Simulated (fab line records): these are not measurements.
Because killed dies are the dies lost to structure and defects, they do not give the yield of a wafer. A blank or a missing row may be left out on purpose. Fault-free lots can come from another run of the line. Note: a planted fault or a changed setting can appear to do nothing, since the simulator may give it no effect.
Chamber matching ; flow n5Finfet ; aldSin-02 running N5_ILD0_LINER_00: 4 sister chambers
The step material SiNx, target thk 4 nm, pulse time 1 s, purge time 2 s. 8 wafers are shown with their chamber, then 8 later ones without.

WAFERS WITH THEIR CHAMBER
wafer;chamber;heaterPowerW (W);susceptorTempC (C)
L080.2;1;851;400.03
L080.6;1;813;399.95
L086.5;2;859;399.81
L086.6;3;858;400.03
L088.1;2;863;399.79
L088.4;0;1015;400.27
L088.5;0;1012;399.96
L089.1;3;836;399.79

WAFERS WITHOUT THEIR CHAMBER
wafer;heaterPowerW (W);susceptorTempC (C)
L089.2;880;399.95
L089.6;873;400.44
L092.1;861;400.27
L092.2;849;400.26
L092.5;1015;399.80
L094.1;996;399.94
L094.2;861;399.87
L094.4;862;399.81

CHAMBER TAKEN BY EACH
wafer;from the rows above;in truth
L089.2;can't be placed: 2 or 3 or 1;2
L089.6;can't be placed: 3 or 1 or 2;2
L092.1;can't be placed: 3 or 1 or 2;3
L092.2;can't be placed: 1 or 3 or 2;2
L092.5;0;0
L094.1;0;0
L094.2;can't be placed: 2 or 3 or 1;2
L094.4;can't be placed: 2 or 3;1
2 of 8 placed correctly. Unplaceable from these rows: 6, with the true chamber sitting among the candidates in 5. Number placed wrongly: 0.
How it was worked out, from the rows above alone: a wafer's distance from a chamber is the root of the sum, over the readings, of the square of ((its reading less the chamber's mean) divided by the reading's scatter). If the next closest chamber is less than 2 further off than the closest, the wafer can't be placed; otherwise it belongs to the closest. The mean given for a chamber averages the wafers shown for that chamber. The scatter is the square root of a quotient: the sum, over the shown wafers, of each reading's squared deviation from its chamber's mean, divided by wafers minus chambers.
